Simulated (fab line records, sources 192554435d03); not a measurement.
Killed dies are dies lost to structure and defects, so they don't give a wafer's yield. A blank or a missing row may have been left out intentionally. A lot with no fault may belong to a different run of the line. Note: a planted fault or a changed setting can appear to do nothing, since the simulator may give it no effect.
A lot that was struck, set against a sound lot    flow n5Finfet    39 out of 1938 route steps
Sound: the wafers L553.1, L553.3, L553.6. The struck wafers were L544.1, L544.3, L544.5. The cause comes at the end.
Each step with rows lists, per side, the tool, then ch with its chambers, then its first start. Under that, the readings that differ: sound wafers    struck wafers    difference of the means    sigmas: that difference in standard deviations of wafers without a fault.
alike: readings whose means differ by less than 2 such deviations, and words and numbers that are the same on both sides. not compared: withheld readings, readings that some wafer has no value for, bounds like >300 that may hide the same value, and numbers for which the record gives no deviation and whose values overlap.
A row with sigmas, a row that says differs or no value, or rows on one side alone: a step with any of these is where the two part. Non-overlapping numbers with no deviation appear without sigmas and do not part them. A reading that every wafer of one side lacks parts them only if that side has two wafers or more.

first, 11 steps without rows for these wafers: N5_FIN_CUT_STRIP_24 (strips in CF4); N5_FIN_CUT_CUT_ETCH_26 (etches SiNx in CH3F/O2, target depth 39 nm, time 55.7 s); N5_FIN_CUT_CUT_ETCH_27 (etches SiO2 in CHF3/O2, target depth 4 nm, overetch 2 nm, time 4.9 s); N5_FIN_CUT_PRECLEAN_35 (cleans in vHF, time 13.3 s); N5_FIN_CUT_CUT_ETCH_15 (etches Si in HBr/Cl2/O2, target depth 100 nm, bt time 10 s, time 42.4 s); N5_FIN_CUT_CUT_ETCH_28 (etches Si in HBr/Cl2/O2, target depth 6 nm, time 2.4 s); N5_FIN_CUT_STRIP_22 (strips in N2/H2); N5_FIN_CUT_PRECLEAN_36 (cleans in O3/DIW, time 60 s); N5_FIN_CUT_SRD_32 (time 30 s); N5_FIN_CUT_UV_OZONE_34 (time 120 s); N5_STI_FIN_REVEAL_ALD_00 (deposits SiO2, target thk 1 nm, pulse time 1 s).
N5_STI_FIN_REVEAL_ALD_14: deposits Si3N4, target thk 3 nm.
  sound on aldSin-03 ch 0,1, day 5 16:00; struck on aldSin-02 ch 0,2,3, day 3 10:26
  no value came back on the struck wafers for chamberPressureTorr (Torr), heaterPowerOuterW (W), heaterPowerW (W), susceptorTempC (C); on the sound wafers chamberPressureTorr (Torr) reads 2.000 1.998 2.000
then, 25 steps without rows for these wafers: N5_STI_FIN_REVEAL_FCVD_FILL_01 (material SiO2 flowable, target thk 312 nm, time 512.2 s); N5_STI_FIN_REVEAL_DENSIFY_02 (time 1800 s); N5_STI_FIN_REVEAL_CMP_04 (polishes, stops on Si3N4, t overpolish 4 s, target thk 131.83 nm); N5_STI_FIN_REVEAL_DENSIFY_30; N5_STI_FIN_REVEAL_ETCHBACK_08 (etches SiO2 in C4F6/O2, target depth 30.5 nm, time 10.167 s); N5_STI_FIN_REVEAL_STRIP_24 (strips in N2/H2, time 90 s); N5_STI_FIN_REVEAL_PRECLEAN_25 (cleans in SPM, time 90 s); N5_STI_FIN_REVEAL_PRECLEAN_26 (cleans in SC1, time 45 s); N5_STI_FIN_REVEAL_PRECLEAN_29 (cleans in DHF, time 30 s); N5_STI_FIN_REVEAL_SRD_12 (time 30 s); N5_STI_FIN_REVEAL_RECESS_09 (chemistry HF/NH3, target SiO2, afs cycles 11, target depth 42.5 nm, sublimation time 60 s); N5_STI_FIN_REVEAL_STRIP_16 (strips SiNx in H3PO4, target depth 23.8 nm); N5_STI_FIN_REVEAL_PRECLEAN_17 (cleans in NF3:NH3, afs cycles 1, time 20 s, sublimation time 60 s); N5_STI_FIN_REVEAL_ETCH_34 (etches Si in H2, material Si, target depth 0.97 nm); N5_STI_FIN_REVEAL_OXIDATION_31 (chemistry O2 PLASMA REMOTE, time 20 s); N5_STI_FIN_REVEAL_PRECLEAN_32 (cleans in NF3:NH3, afs cycles 1, time 20 s, sublimation time 60 s); N5_STI_FIN_REVEAL_STRIP_35 (strips Si3N4 in H3PO4, target depth 4 nm, time 39 s); N5_STI_FIN_REVEAL_SRD_21 (time 30 s); N5_STI_FIN_REVEAL_OXIDATION_33 (chemistry O2 PLASMA REMOTE, time 20 s); N5_STI_FIN_REVEAL_CLEAN_19 (cleans in O3/DIW, time 120 s); N5_STI_FIN_REVEAL_SRD_23 (time 30 s); N5_STI_FIN_REVEAL_PRECLEAN_18 (cleans in SC2, time 45 s); N5_STI_FIN_REVEAL_SRD_28 (time 30 s); N5_DUMMY_GATE_PRECLEAN_00 (cleans in O3/DIW, time 60 s); N5_DUMMY_GATE_SRD_01 (time 30 s).
-- the record jumps here: 6 days lie between the struck wafers' starts before and after (it left off in module DUMMY_GATE and takes up again in module BEOL_M4, whose first step shown is number 1111 of the route) --
N5_BEOL_M4_RC_MEAS_101:
  sound on prober-02 ch 0, day 12 04:28; struck on prober-02 ch 0, day 9 19:29
reading    sound                 struck                difference  sigmas
VT_P (mV)  -242.8 -247.6 -249.3  -252.9 -253.0 -252.9  -6.4        -2
  alike: DIBL_N, DIBL_P, IOFF_N, IOFF_P, ION_N, ION_P, SS_N, SS_P, VT_N
-- a jump in the record: the struck wafers' starts before and after are 4 days apart (it breaks off in module BEOL_M4 and resumes in module PASSIVATION, where the first step shown is number 1936 of the route) --
N5_PASSIVATION_PROBE_49:
  struck on prober-01, day 14 06:25; sound on prober-01, day 16 09:26
reading                  sound           struck          difference  sigmas
defectLimitedYield (%)   92.5 91.7 91.3  52.0 51.6 49.2  -40.9       -27
killedAtFrontEnd         29 38 42        527 503 529     +483        +35
killedDies               89 98 103       566 571 600     +482        +28
killedOnRim              13 16 9         81 137 32       +71         +17
sort_bin_5_function (%)  4.2 4.6 4.8     45.3 45.3 46.4  +41.1       +42
sortNPass                1091 1082 1077  614 609 580     -482        -28
sortYieldPct (%)         92.5 91.7 91.3  52.0 51.6 49.2  -40.9       -27
  alike: killed_at_M0_to_M3, killed_at_M4_up, killedAtContacts, killedAtOther, killedOpen, killedShort, sort_bin_6_memory

== WHERE THEY PART ==
Last at N5_PASSIVATION_PROBE_49 as far as this record goes, first at N5_STI_FIN_REVEAL_ALD_14.

WHY: the cause the simulator had injected
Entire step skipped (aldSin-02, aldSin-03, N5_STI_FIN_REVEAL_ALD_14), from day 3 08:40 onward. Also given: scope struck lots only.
